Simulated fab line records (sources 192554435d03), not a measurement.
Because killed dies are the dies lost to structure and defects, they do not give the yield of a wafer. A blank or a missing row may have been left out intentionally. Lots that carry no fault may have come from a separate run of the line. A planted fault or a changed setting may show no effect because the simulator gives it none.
Which tool was responsible?	flow n5_finfet	24 wafers from 8 lots sampled at 5 of the route's 1938 steps

WHAT THE GAUGES SHOWED, per wafer
N5_BEOL_M4_RC_MEAS_101. Usual: DIBL_N 36.5 mV/V, standard deviation 2; DIBL_P 36.5 mV/V, standard deviation 2.3; IOFF_N 0.16 nA/um, standard deviation 0.036; IOFF_P 0.21 nA/um, standard deviation 0.037; ION_N 672 uA/um, standard deviation 12; ION_P 459 uA/um, standard deviation 7.1; SS_N 71.6 mV/dec, standard deviation 0.73; SS_P 73.4 mV/dec, standard deviation 0.76; VT_N 250 mV, standard deviation 3.3; VT_P -250.5 mV, standard deviation 2.9.
lot	measured	on	DIBL_N (mV/V)	DIBL_P (mV/V)	IOFF_N (nA/um)	IOFF_P (nA/um)	ION_N (uA/um)	ION_P (uA/um)	SS_N (mV/dec)	SS_P (mV/dec)	VT_N (mV)	VT_P (mV)	flag
L564	day 8 14:59	prober-02	31.8 33.0 34.4	34.0 34.7 37.4	0.12 0.13 0.16	0.17 0.17 0.20	671 659 675	462 450 461	71.2 70.6 70.9	72.4 72.4 73.5	252 254 250	-250.3 -253.8 -249.8	
L581	day 12 16:20	prober-01	36.3 36.5 36.8	34.2 35.2 35.0	0.15 0.15 0.15	0.18 0.19 0.19	670 683 663	454 465 453	71.7 71.3 72.0	73.4 73.0 73.7	251 248 254	-254.5 -249.9 -252.3	
L582	day 12 10:17	prober-02	35.3 35.1 36.7	33.9 33.6 35.6	0.13 0.13 0.15	0.20 0.19 0.23	667 671 679	463 464 470	70.7 70.4 71.5	72.7 72.4 73.3	253 252 249	-247.5 -250.6 -247.3	
L584	day 13 10:04	prober-02	36.7 38.1 38.2	36.8 38.8 38.9	0.15 0.17 0.17	0.20 0.22 0.23	670 671 678	454 458 458	71.4 71.5 72.2	73.5 73.9 73.0	253 248 249	-255.1 -251.8 -251.8	
L585	day 13 09:34	prober-01	39.5 36.8 34.2	41.0 37.8 34.2	0.23 0.18 0.12	0.29 0.24 0.17	697 688 664	475 464 459	71.6 71.4 71.0	74.7 73.5 72.8	243 246 254	-246.4 -246.8 -250.7	
L587	day 14 20:04	prober-01	38.1 39.1 38.8	40.2 40.6 41.3	0.19 0.22 0.21	0.21 0.23 0.23	671 682 675	457 457 456	71.6 72.8 72.4	75.2 74.2 74.7	249 246 248	-250.8 -251.5 -248.9	

WHAT TOOL EACH LOT RAN ON (gives the tool, then ch and the chambers of the sampled wafers, and finally the start)
lot	N5_MOL_CONTACT_COAG_ETCHBACK_132	N5_MOL_CONTACT_COAG_STRIP_96	N5_MOL_CONTACT_COAG_ALD_133	N5_MOL_CONTACT_COAG_STRIP_72
L564	rie_diel-01 ch 0,2,3, day 5 05:05	rie_diel-01 ch 0,2,3, day 5 05:19	ald_sin-01 ch 1,2,3, day 5 06:10	rie_diel-05 ch 1,2,3, day 5 06:37
L569	rie_diel-06 ch 0,2,3, day 6 13:01	rie_diel-06 ch 0,2,3, day 6 13:15	ald_sin-02 ch 0,1,2, day 6 14:16	rie_diel-06 ch 0,2,3, day 6 14:43
L570	rie_diel-06 ch 0,1,2, day 6 16:21	rie_diel-06 ch 0,1,2, day 6 16:35	ald_sin-02 ch 1,2,3, day 6 18:15	rie_diel-01 ch 0,1,2, day 6 18:43
L581	rie_diel-06 ch 0,3, day 9 08:20	rie_diel-06 ch 0,3, day 9 08:34	ald_sin-03 ch 0,2, day 9 09:25	rie_diel-06 ch 0,2,3, day 9 09:52
L582	rie_diel-05 ch 0,2,3, day 9 15:37	rie_diel-05 ch 0,2,3, day 9 15:50	ald_sin-02 ch 0,1, day 9 17:06	rie_diel-01 ch 2, day 9 17:39
L584	rie_diel-06 ch 0,3, day 10 04:43	rie_diel-06 ch 0,3, day 10 05:04	ald_sin-01 ch 1,2,3, day 10 06:04	rie_diel-06 ch 0,2,3, day 10 06:45
L585	rie_diel-06 ch 0,2,3, day 10 08:52	rie_diel-06 ch 0,2,3, day 10 09:05	ald_sin-02 ch 0,1, day 10 09:55	rie_diel-05 ch 1,2,3, day 10 10:23
L587	rie_diel-06 ch 1,3, day 11 06:19	rie_diel-06 ch 1,3, day 11 06:32	ald_sin-03 ch 0,2,3, day 11 07:31	rie_diel-06 ch 0,1, day 11 07:58
- N5_MOL_CONTACT_COAG_ETCHBACK_132: etches SiO2 in CHF3, target depth 10 nm, time 6.7 s.
- N5_MOL_CONTACT_COAG_STRIP_96: strips in N2/H2.
- N5_MOL_CONTACT_COAG_ALD_133: deposits SiO2, target thk 5 nm, pulse time 1 s, co reactant pulse time 1 s.
- N5_MOL_CONTACT_COAG_STRIP_72: strips in N2/H2.

AS READ BY THE TOOLS THEMSELVES (means over the sampled wafers that have a number; for cases with no such wafer, the mark the record gives instead)
N5_MOL_CONTACT_COAG_ETCHBACK_132. Usual: drypump_motor_current_A 5.7 A, standard deviation 0.64; oes_product_au 0.77 a.u., standard deviation 0.079; rf_vpp_V 519 V, standard deviation 8.9; showerhead_plenum_p_Torr 2.34 Torr, standard deviation 0.07; throttle_valve_pct 18.66 %, standard deviation 0.19.
lot	tool	drypump_motor_current_A (A)	oes_product_au (a.u.)	rf_vpp_V (V)	showerhead_plenum_p_Torr (Torr)	throttle_valve_pct (%)	flag
L564	rie_diel-01	6.3	0.73	520	2.36	18.62	
L569	rie_diel-06	5.5	0.80	516	2.30	18.61	
L570	rie_diel-06	5.8	0.75	520	2.35	18.65	
L581	rie_diel-06	5.3	0.74	509	2.29	18.73	
L582	rie_diel-05	5.9	0.72	521	2.36	18.80	
L584	rie_diel-06	5.9	0.72	509	2.28	18.84	
L585	rie_diel-06	5.5	0.76	516	2.29	18.68	
L587	rie_diel-06	5.5	0.86	518	2.37	18.45	

N5_MOL_CONTACT_COAG_STRIP_96. Usual: bias_power_w 28.00 W, standard deviation 0.092; chamber_pressure_mTorr 50.00 mTorr, standard deviation 0.061; drypump_motor_current_A 5.7 A, standard deviation 0.65; oes_product_au 0.77 a.u., standard deviation 0.078; power_w 499.9 W, standard deviation 1.4; rf_vpp_V 121.8 V, standard deviation 1.2; showerhead_plenum_p_Torr 3.32 Torr, standard deviation 0.1; throttle_valve_pct 18.95 %, standard deviation 0.23.
lot	tool	bias_power_w (W)	chamber_pressure_mTorr (mTorr)	drypump_motor_current_A (A)	oes_product_au (a.u.)	power_w (W)	rf_vpp_V (V)	showerhead_plenum_p_Torr (Torr)	throttle_valve_pct (%)	flag
L564	rie_diel-01	28.06	50.00	6.3	0.73	500.1	122.5	3.34	18.98	
L569	rie_diel-06	28.04	50.07	5.5	0.80	500.8	121.5	3.26	18.82	
L570	rie_diel-06	28.02	50.03	5.8	0.76	501.2	121.8	3.32	18.88	
L581	rie_diel-06	28.01	49.93	5.4	0.74	499.7	120.7	3.24	19.02	
L582	rie_diel-05	28.01	49.99	5.8	0.72	500.8	122.2	3.33	19.02	
L584	rie_diel-06	27.94	50.04	5.9	0.73	500.5	121.8	3.23	18.91	
L585	rie_diel-06	27.97	50.04	5.5	0.75	500.2	121.0	3.24	18.87	
L587	rie_diel-06	27.98	50.02	5.5	0.87	499.4	123.2	3.38	18.99	

N5_MOL_CONTACT_COAG_ALD_133. Usual: heater_power_w 75 W, standard deviation 6.5; precursor_pulse_height_rel 1.000, standard deviation 0.02.
lot	tool	heater_power_w (W)	precursor_pulse_height_rel	flag
L564	ald_sin-01	74	0.998	
L569	ald_sin-02	79	0.996	
L570	ald_sin-02	75	1.012	
L581	ald_sin-03	70	1.020	
L582	ald_sin-02	85	0.997	
L584	ald_sin-01	76	0.988	
L585	ald_sin-02	84	1.018	
L587	ald_sin-03	75	1.000	

N5_MOL_CONTACT_COAG_STRIP_72. Usual: bias_power_w 6.997 W, standard deviation 0.023; chamber_pressure_mTorr 19.99 mTorr, standard deviation 0.043; drypump_motor_current_A 5.8 A, standard deviation 0.61; oes_product_au 0.76 a.u., standard deviation 0.071; power_w 449.9 W, standard deviation 1.5; rf_vpp_V 59.0 V, standard deviation 1.9; showerhead_plenum_p_Torr 2.50 Torr, standard deviation 0.081; throttle_valve_pct 23.72 %, standard deviation 0.18.
lot	tool	bias_power_w (W)	chamber_pressure_mTorr (mTorr)	drypump_motor_current_A (A)	oes_product_au (a.u.)	power_w (W)	rf_vpp_V (V)	showerhead_plenum_p_Torr (Torr)	throttle_valve_pct (%)	flag
L564	rie_diel-05	7.007	20.00	6.1	0.81	451.5	58.5	2.48	23.73	
L569	rie_diel-06	-	-	-	-	-	-	-	-	OFF
L570	rie_diel-01	-	-	-	-	-	-	-	-	OFF
L581	rie_diel-06	6.972	20.02	5.5	0.76	450.6	58.5	2.45	23.64	
L582	rie_diel-01	7.019	20.01	6.7	0.75	450.7	59.8	2.53	23.57	
L584	rie_diel-06	7.006	19.96	5.5	0.77	450.1	59.3	2.45	23.63	
L585	rie_diel-05	6.989	19.97	6.1	0.76	449.1	61.6	2.47	23.81	
L587	rie_diel-06	6.997	19.99	6.2	0.78	449.5	57.9	2.49	23.65	

THE ANSWER, worked out from the rows above alone
Rule: lot off if the mean of its wafers having a number is beyond 3 standard deviations from the usual mean. A lot without any number at a reading at which 4 lots or more have one is off too. Where the step has rows for the other lots, those lots are counted as sound. After the gauges, taken in route order, come the tools' own readings; for these a lot's mean is taken, as printed above. At the first step where some lot is off, the reading lying furthest off is the one used; lots without a number count as furthest.
Off, at N5_MOL_CONTACT_COAG_STRIP_72 on bias_power_w: L569, L570. Without a number there: L569, L570.
A tool fits if, at that step or a process step before it, it ran every lot that is off, and no sound lot after the first of them. No candidate that was tried fits.

WHAT THE SIMULATOR HAD INSERTED
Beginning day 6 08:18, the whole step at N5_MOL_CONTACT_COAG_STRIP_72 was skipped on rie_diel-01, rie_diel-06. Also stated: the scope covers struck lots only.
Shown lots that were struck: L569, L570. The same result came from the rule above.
